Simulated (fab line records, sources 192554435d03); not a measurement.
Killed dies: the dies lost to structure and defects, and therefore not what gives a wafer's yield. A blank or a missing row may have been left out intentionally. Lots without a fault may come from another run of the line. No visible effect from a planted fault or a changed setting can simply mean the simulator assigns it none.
fab line records	flow n5Finfet
record: lots: 7	wafers: 21
route steps=1938 shown PASSIVATION@1929
startH: start of the lot's first displayed wafer, in hours after the record's first day	waitH: time in hours since the lot's previous step	" unchanged from the row above	L1.1+2: a row that stands for several wafers	- no value, or no start given	* or withheld: withheld	< > ~ a bound
route shown NAME@n: names a module that has steps shown in the file, with the first one's number in the route	usual: the fault-free wafers' mean and standard deviation	same: alike in all rows	chamber/n: place in a boat	sites: the reading at each site	_std_site: standard deviation of those values	_edge_site: inner sites' mean taken away from outer sites' mean	radiusMm: how far each site lies from the wafer's centre	mask NAME#n: copy n	behind: the most recent tool/chamber to have shaped the wafer	hold: why the lot went on hold/how many hours it stayed there/how the hold came to an end	device: whichever transistor did not switch (one of n, p or np)	end of line: the tests these same wafers got at the end of their route	for a step that has no rows: nothing shown but its recipe	killed: count of dies lost to structure and defects at first sort (not the wafer's yield)	map: a wafer's dies, x killed, . not, _ none there
set.NAME: the run value of the setting; set.NAME@STEP: its run value at that earlier step	model.NAME: the simulator's own value behind a step, which no gauge read
lots whose settings were changed on purpose; a table a step, a row a wafer
== steps ==
step: N5_PASSIVATION_PASS_ETCH_47
recipe: chemistry: CF4/O2	target: SiNx	targetDepthA: 7700	timeS: 385	ionEnergyEv: 100	pressureMtorr: 40	sourceW: 535	biasW: 49	Ar_flow_sccm: 100	cf4FlowSccm: 100	O2_flow_sccm: 10
lot.wafer	tool	chamber	startH	waitH	set.timeS	model.etch.depthNm
L075.1	rieDiel-04	2	289.88	0.0	385	811.7
L075.3	"	1	"	"	414.7	829
L075.4	"	3	"	"	385	773.3
L079.1	rieDiel-04	1	302.80	0.0	385	759.8
L079.2	"	2	"	"	420.3	879.4
L079.5	"	1	"	"	420.3	832.2
L082.1	rieDiel-03	3	319.99	0.0	385	743.1
L082.3	"	2	"	"	414	811
L082.5	"	2	"	"	414	821.8
L083.1	rieDiel-04	0	325.81	0.0	385	788.7
L083.2	"	2	"	"	308.5	647.6
L083.4	"	1	"	"	308.5	614.3
L087.1	rieDiel-02	0	357.48	0.0	385	745.8
L087.4	"	0	"	"	385	753
L087.6	"	2	"	"	385	773.9
L096.1	rieDiel-02	0	416.07	0.0	385	735.3
L096.5	"	1	"	"	324.9	645.5
L096.6	"	0	"	"	324.9	624
L097.1	rieDiel-03	1	429.33	0.0	385	782.4
L097.5	"	2	"	"	385	753.3
L097.6	"	1	"	"	385	782.2
== key ==
split: step: N5_PASSIVATION_PASS_ETCH_47	setting: timeS	stated: 385	by: wafer
response: step: N5_PASSIVATION_PASS_ETCH_47	reading: model.etch.depthNm	change: +7.65	per: 1%	r: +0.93
